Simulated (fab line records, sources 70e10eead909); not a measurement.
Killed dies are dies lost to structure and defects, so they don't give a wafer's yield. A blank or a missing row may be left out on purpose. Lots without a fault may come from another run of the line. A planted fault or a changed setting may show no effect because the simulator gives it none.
fab line records | flow nand_harc | part 2 of 2: steps 4 to 6 of 6
record lots=24 wafers=72 last_day=24
route steps=1159 shown A_CONTACT@881
lots that met no fault: from a run of the same line without faults
start_h: hours from the record's first day to the start of the lot's first wafer shown | wait_h: hours since the lot's step before | " the same as in the row above | L1.1+2: a row that stands for several wafers | - no value, or no start given | * or withheld: withheld | < > ~ a bound
route shown NAME@n: a module of which the file shows steps, and the number in the route of the first | usual: mean/standard deviation of fault-free wafers | same: alike in all rows | chamber/n: place in a boat | sites: the reading at each site | _std_site: their standard deviation | _edge_site: outer sites' mean less inner sites' | radius_mm: how far each site lies from the wafer's centre | mask NAME#n: copy n | behind: the tool/chamber that last shaped the wafer | hold: why the lot was held/for how many hours/how that ended | device: the transistor (n, p or np) that didn't switch | end of line: the same wafers' tests at the end of the route | a step without rows: its recipe alone | killed: dies lost to structure and defects at the first sort, not the wafer's yield | map: a wafer's dies, x killed, . not, _ none there
set.NAME: the setting as run; set.NAME@STEP: as run at that earlier step | model.NAME: the simulator's own value behind a step, which no gauge read
steps of the route over a sample of lots; a table a step, a row a wafer
services: from which hour (start_h, from the record's first day; less than 0 if before it) a tool's chamber was out of use, for how many hours, and why
## steps
# step NHARC_A_CONTACT_ETCH_126
# recipe source_w=withheld pressure_mtorr=20 bias_v=1200 time_s=155 target_depth_a=9560 ar_flow_sccm=withheld c4f8_flow_sccm=withheld o2_flow_sccm=withheld chemistry=C4F8/O2/Ar
# same time_s=155
# columns lot.wafer tool chamber start_h wait_h rf_hours_counter_h
L074.2 har_cap_etch-02 0 367.98 0.1 7
L074.1 " 1 " " 7
L074.3 " 0 " " -
L075.1 har_cap_etch-01 1 379.99 0.1 58
L075.4 " 1 " " -
L075.3 " 0 " " -
L076.3 har_cap_etch-01 1 385.91 0.1 -
L076.5 " 0 " " -
L076.6 " 1 " " -
L077.2 har_cap_etch-03 0 386.21 0.1 86
L077.5 " 0 " " -
L077.6 " 1 " " -
L078.1 har_cap_etch-01 0 391.41 0.1 61
L078.4 " 1 " " -
L078.5 " 0 " " -
L079.2 har_cap_etch-02 1 403.34 0.1 15
L079.4 " 0 " " -
L079.3 " 1 " " -
L080.2 har_cap_etch-03 1 407.15 0.1 89
L080.4 " 1 " " -
L080.3 " 0 " " -
L081.1 har_cap_etch-01 0 413.07 0.1 64
L081.2 " 1 " " 64
L081.4 " 1 " " -
L082.2 har_cap_etch-02 1 436.69 0.1 18
L082.4 " 1 " " -
L082.3 " 0 " " -
L083.1 har_cap_etch-01 0 437.18 0.1 67
L083.2 " 1 " " 67
L083.4 " 0 " " -
L087.1 har_cap_etch-03 1 444.89 0.1 95
L087.2 " 0 " " 95
L087.4 " 1 " " -
L084.2 har_cap_etch-01 1 447.79 0.1 70
L084.4 " 1 " " -
L084.5 " 1 " " -
L086.4 har_cap_etch-03 0 451.58 0.1 -
L086.3 " 1 " " -
L086.6 " 0 " " -
L085.1 har_cap_etch-02 0 451.95 0.1 22
L085.3 " 0 " " -
L085.6 " 1 " " -
L088.2 har_cap_etch-03 1 454.92 0.1 97
L088.4 " 1 " " -
L088.5 " 0 " " -
L090.3 har_cap_etch-03 1 464.50 0.1 -
L090.6 " 0 " " -
L090.5 " 1 " " -
L089.2 har_cap_etch-02 1 466.22 0.1 25
L089.4 " 0 " " -
L089.3 " 1 " " -
L093.4 har_cap_etch-03 0 487.96 0.1 -
L093.3 " 1 " " -
L093.5 " 1 " " -
L092.2 har_cap_etch-01 0 493.45 0.2 76
L092.1 " 1 " " 76
L092.6 " 0 " " -
L094.4 har_cap_etch-02 0 497.93 0.1 -
L094.3 " 1 " " -
L094.6 " 0 " " -
L091.3 har_cap_etch-02 1 508.24 0.1 -
L091.4 " 0 " " -
L091.5 " 1 " " -
L096.1 har_cap_etch-03 0 508.71 0.1 107
L096.3 " 0 " " -
L096.4 " 1 " " -
L097.1 har_cap_etch-02 1 512.15 0.1 32
L097.3 " 1 " " -
L097.4 " 0 " " -
L095.1 har_cap_etch-02 1 518.88 0.1 34
L095.4 " 1 " " -
L095.6 " 0 " " -
# step NHARC_A_CONTACT_ETCH_129
# recipe source_w=withheld pressure_mtorr=20 bias_v=1200 time_s=155 target_depth_a=9560 ar_flow_sccm=withheld c4f8_flow_sccm=withheld o2_flow_sccm=withheld chemistry=C4F8/O2/Ar
# same time_s=155
# columns lot.wafer tool chamber start_h wait_h rf_hours_counter_h
L074.2 har_cap_etch-02 0 368.41 0.1 7
L074.1 " 1 " " 7
L074.3 " 0 " " -
L075.1 har_cap_etch-01 1 380.41 0.1 59
L075.4 " 1 " " -
L075.3 " 0 " " -
L076.3 har_cap_etch-01 1 386.34 0.1 -
L076.5 " 0 " " -
L076.6 " 1 " " -
L077.2 har_cap_etch-03 0 386.64 0.1 86
L077.5 " 0 " " -
L077.6 " 1 " " -
L078.1 har_cap_etch-01 0 391.83 0.1 62
L078.4 " 1 " " -
L078.5 " 0 " " -
L079.2 har_cap_etch-02 1 403.77 0.1 15
L079.4 " 0 " " -
L079.3 " 1 " " -
L080.2 har_cap_etch-03 1 407.58 0.1 89
L080.4 " 1 " " -
L080.3 " 0 " " -
L081.1 har_cap_etch-01 0 413.50 0.1 65
L081.2 " 1 " " 65
L081.4 " 1 " " -
L082.2 har_cap_etch-02 1 437.12 0.1 18
L082.4 " 1 " " -
L082.3 " 0 " " -
L083.1 har_cap_etch-01 0 437.61 0.1 67
L083.2 " 1 " " 67
L083.4 " 0 " " -
L087.1 har_cap_etch-03 1 445.32 0.1 95
L087.2 " 0 " " 95
L087.4 " 1 " " -
L084.2 har_cap_etch-01 1 448.22 0.1 71
L084.4 " 1 " " -
L084.5 " 1 " " -
L086.4 har_cap_etch-03 0 452.00 0.1 -
L086.3 " 1 " " -
L086.6 " 0 " " -
L085.1 har_cap_etch-02 0 452.38 0.1 22
L085.3 " 0 " " -
L085.6 " 1 " " -
L088.2 har_cap_etch-03 1 455.35 0.1 98
L088.4 " 1 " " -
L088.5 " 0 " " -
L090.3 har_cap_etch-03 1 464.93 0.1 -
L090.6 " 0 " " -
L090.5 " 1 " " -
L089.2 har_cap_etch-02 1 466.65 0.1 26
L089.4 " 0 " " -
L089.3 " 1 " " -
L093.4 har_cap_etch-03 0 488.38 0.1 -
L093.3 " 1 " " -
L093.5 " 1 " " -
L092.2 har_cap_etch-01 0 494.03 0.2 76
L092.1 " 1 " " 76
L092.6 " 0 " " -
L094.4 har_cap_etch-02 0 498.36 0.1 -
L094.3 " 1 " " -
L094.6 " 0 " " -
L091.3 har_cap_etch-02 1 508.66 0.1 -
L091.4 " 0 " " -
L091.5 " 1 " " -
L096.1 har_cap_etch-03 0 509.13 0.1 107
L096.3 " 0 " " -
L096.4 " 1 " " -
L097.1 har_cap_etch-02 1 512.58 0.1 33
L097.3 " 1 " " -
L097.4 " 0 " " -
L095.1 har_cap_etch-02 1 519.31 0.1 34
L095.4 " 1 " " -
L095.6 " 0 " " -
# step NHARC_A_CONTACT_ETCH_131
# recipe source_w=withheld pressure_mtorr=20 bias_v=1200 time_s=155 target_depth_a=9560 ar_flow_sccm=withheld c4f8_flow_sccm=withheld o2_flow_sccm=withheld chemistry=C4F8/O2/Ar
# same time_s=155
# columns lot.wafer tool chamber start_h wait_h rf_hours_counter_h
L074.2 har_cap_etch-02 0 368.69 0.1 8
L074.1 " 1 " " 8
L074.3 " 0 " " -
L075.1 har_cap_etch-01 1 380.70 0.1 59
L075.4 " 1 " " -
L075.3 " 0 " " -
L076.3 har_cap_etch-01 1 386.62 0.1 -
L076.5 " 0 " " -
L076.6 " 1 " " -
L077.2 har_cap_etch-03 0 386.92 0.1 86
L077.5 " 0 " " -
L077.6 " 1 " " -
L078.1 har_cap_etch-01 0 392.11 0.1 62
L078.4 " 1 " " -
L078.5 " 0 " " -
L079.2 har_cap_etch-02 1 404.05 0.1 15
L079.4 " 0 " " -
L079.3 " 1 " " -
L080.2 har_cap_etch-03 1 407.86 0.1 90
L080.4 " 1 " " -
L080.3 " 0 " " -
L081.1 har_cap_etch-01 0 413.79 0.1 65
L081.2 " 1 " " 65
L081.4 " 1 " " -
L082.2 har_cap_etch-02 1 437.40 0.1 18
L082.4 " 1 " " -
L082.3 " 0 " " -
L083.1 har_cap_etch-01 0 437.89 0.1 68
L083.2 " 1 " " 68
L083.4 " 0 " " -
L087.1 har_cap_etch-03 1 445.61 0.1 95
L087.2 " 0 " " 95
L087.4 " 1 " " -
L084.2 har_cap_etch-01 1 448.50 0.1 71
L084.4 " 1 " " -
L084.5 " 1 " " -
L086.4 har_cap_etch-03 0 452.29 0.1 -
L086.3 " 1 " " -
L086.6 " 0 " " -
L085.1 har_cap_etch-02 0 452.66 0.1 23
L085.3 " 0 " " -
L085.6 " 1 " " -
L088.2 har_cap_etch-03 1 455.63 0.1 98
L088.4 " 1 " " -
L088.5 " 0 " " -
L090.3 har_cap_etch-03 1 465.21 0.1 -
L090.6 " 0 " " -
L090.5 " 1 " " -
L089.2 har_cap_etch-02 1 466.93 0.1 26
L089.4 " 0 " " -
L089.3 " 1 " " -
L093.4 har_cap_etch-03 0 488.67 0.1 -
L093.3 " 1 " " -
L093.5 " 1 " " -
L092.2 har_cap_etch-01 0 494.41 0.2 77
L092.1 " 1 " " 77
L092.6 " 0 " " -
L094.4 har_cap_etch-02 0 498.64 0.1 -
L094.3 " 1 " " -
L094.6 " 0 " " -
L091.3 har_cap_etch-02 1 508.95 0.1 -
L091.4 " 0 " " -
L091.5 " 1 " " -
L096.1 har_cap_etch-03 0 509.42 0.1 107
L096.3 " 0 " " -
L096.4 " 1 " " -
L097.1 har_cap_etch-02 1 512.86 0.1 33
L097.3 " 1 " " -
L097.4 " 0 " " -
L095.1 har_cap_etch-02 1 519.60 0.1 34
L095.4 " 1 " " -
L095.6 " 0 " " -
## services
# columns tool chamber start_h hours kind
rie_diel-05 - 340.62 9.0 pm
rie_diel-05 0 340.62 9.0 vent_cycle
rie_diel-05 1 340.62 9.0 vent_cycle
rie_diel-05 2 340.62 9.0 vent_cycle
rie_diel-05 3 340.62 9.0 vent_cycle
rie_diel-08 0 341.33 3.9 repair
rie_diel-08 1 343.02 7.6 repair
rie_diel-08 3 343.92 6.9 repair
rie_diel-05 0 349.62 - clean
rie_diel-05 1 349.62 - clean
rie_diel-05 2 349.62 - clean
rie_diel-05 3 349.62 - clean
rie_diel-11 - 366.51 9.0 pm
rie_diel-05 0 374.12 - clean
rie_diel-05 1 374.12 - clean
rie_diel-08 2 418.57 3.9 repair
rie_diel-05 3 433.93 4.6 repair
rie_diel-08 2 440.89 3.3 repair
rie_diel-08 - 479.31 9.0 pm
har_cap_etch-01 - 481.07 0.2 repair
rie_diel-05 3 497.47 16.2 repair
har_cap_etch-02 - 509.96 0.2 repair
har_cap_etch-03 - 516.82 0.2 repair
rie_diel-05 - 517.74 9.0 pm
